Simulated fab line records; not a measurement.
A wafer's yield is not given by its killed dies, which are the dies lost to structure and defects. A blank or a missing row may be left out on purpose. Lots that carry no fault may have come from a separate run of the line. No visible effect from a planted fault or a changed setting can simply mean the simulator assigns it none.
Chamber matching ; flow nand harc ; NHARC_A_CONTACT_ETCH_48 on rie diel-08 has 4 sister chambers
The step etches the open film in CF4, target depth 39 nm, time 65 s. 4 wafers are shown with their chamber, then 12 later ones without.

WAFERS PAIRED WITH THEIR CHAMBERS
wafer;chamber;showerhead plenum p Torr (Torr)
L087.4;1;1.72
L087.6;2;1.73
L089.4;3;1.70
L089.6;0;1.72

WAFERS MISSING THEIR CHAMBER
wafer;showerhead plenum p Torr (Torr)
L090.1;1.71
L090.2;1.71
L090.6;1.71
L092.1;1.70
L092.4;1.71
L092.5;1.71
L096.2;1.70
L096.4;1.71
L096.5;1.73
L097.1;1.70
L097.3;1.73
L097.4;1.71

WHICH CHAMBER EACH ONE RAN IN
wafer;from the rows above;in truth
L090.1;can't be placed: 0 or 1 or 3 or 2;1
L090.2;can't be placed: 0 or 1 or 3 or 2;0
L090.6;can't be placed: 0 or 1 or 3 or 2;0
L092.1;3;3
L092.4;can't be placed: 0 or 1 or 3 or 2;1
L092.5;can't be placed: 0 or 1 or 3 or 2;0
L096.2;3;3
L096.4;can't be placed: 0 or 1 or 3 or 2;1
L096.5;can't be placed: 2 or 0 or 1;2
L097.1;3;3
L097.3;can't be placed: 2 or 0 or 1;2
L097.4;can't be placed: 0 or 1 or 3 or 2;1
Correctly placed: 3 of 12. These rows do not allow placing 9 (true chamber among the candidates in 9). 0 placed wrongly.
How it was worked out, from the rows above alone: a wafer's distance from a chamber is the root of the sum, over the readings, of the square of ((its reading less the chamber's mean) divided by the reading's scatter). If the next closest chamber is less than 2 further off than the closest, the wafer can't be placed; otherwise it belongs to the closest. A chamber's mean is the mean of its shown wafers. The scatter: with one shown wafer a chamber, the root of the mean of the squares of how far each hidden wafer lies from its nearest shown one.
